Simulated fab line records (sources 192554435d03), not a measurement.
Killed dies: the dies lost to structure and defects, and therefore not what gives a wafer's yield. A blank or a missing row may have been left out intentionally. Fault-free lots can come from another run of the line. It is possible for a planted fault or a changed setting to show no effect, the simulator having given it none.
Chamber matching    flow n5-finfet    N5_BEOL_M10_DESCUM_33 on rie-diel-04: 4 sister chambers
The step chemistry O2, time 7.9 s. 22 wafers are shown with their chamber, then 11 later ones without.

WAFERS PAIRED WITH THEIR CHAMBERS
wafer   chamber  showerhead-plenum-p-Torr (Torr)  drypump-motor-current-A (A)  throttle-valve-pct (%)
L074.1  1        2.16                             6.1                          20.31
L074.2  2        2.04                             6.3                          20.61
L074.5  3        2.01                             6.1                          20.18
L075.1  0        2.17                             6.5                          20.31
L075.2  1        2.16                             6.1                          20.29
L075.3  3        2.01                             6.1                          20.17
L077.2  0        2.17                             6.6                          20.30
L077.3  1        2.16                             6.1                          20.29
L077.5  3        2.01                             6.1                          20.19
L078.2  2        2.04                             6.4                          20.59
L078.3  3        2.01                             6.1                          20.19
L078.6  3        2.01                             6.1                          20.18
L080.4  3        2.00                             6.1                          20.19
L080.5  2        2.03                             6.4                          20.59
L080.6  0        2.17                             6.6                          20.32
L081.3  0        2.17                             6.6                          20.31
L081.4  2        2.03                             6.4                          20.61
L081.5  2        2.03                             6.4                          20.61
L084.1  3        2.00                             6.1                          20.20
L084.2  1        2.16                             6.1                          19.99
L084.6  1        2.16                             6.1                          20.00
L086.1  3        2.00                             6.1                          20.20

SIGNATURES (means of the wafers above)
reading                   chamber 0  chamber 1  chamber 2  chamber 3  scatter within a chamber
showerhead-plenum-p-Torr  2.1700     2.1600     2.0340     2.0062     0.00413
drypump-motor-current-A   6.575      6.100      6.380      6.100      0.0293
throttle-valve-pct        20.3100    20.1760    20.6020    20.1875    0.0785
Rule: a wafer's distance from a chamber is the root of the sum, over the readings, of the square of ((its reading less the chamber's mean) divided by the reading's scatter). If the next closest chamber is less than 2 further off than the closest, the wafer can't be placed; otherwise it belongs to the closest. The scatter: take each reading less its chamber's mean, square it, sum over the shown wafers, divide by the number of wafers less the number of chambers, and take the root.

WAFERS WHOSE CHAMBER IS MISSING
wafer   showerhead-plenum-p-Torr (Torr)  drypump-motor-current-A (A)  throttle-valve-pct (%)
L086.2  2.03                             6.4                          20.22
L086.4  2.03                             6.3                          20.23
L088.1  2.03                             6.3                          20.24
L088.4  2.03                             6.4                          20.22
L088.5  2.15                             6.1                          20.03
L090.3  2.03                             6.4                          20.26
L090.5  2.16                             6.6                          20.04
L090.6  2.15                             6.1                          20.03
L091.1  2.15                             6.1                          20.03
L091.4  2.15                             6.1                          20.04
L091.5  2.00                             6.1                          20.24

WHICH CHAMBER EACH ONE RAN IN
wafer   from the rows above  in truth
L086.2  2                    2
L086.4  2                    2
L088.1  2                    2
L088.4  2                    2
L088.5  1                    1
L090.3  2                    2
L090.5  0                    0
L090.6  1                    1
L091.1  1                    1
L091.4  1                    1
L091.5  3                    3
Placed correctly: 11 of 11. Number that these rows cannot place: 0. Placed wrongly: 0.
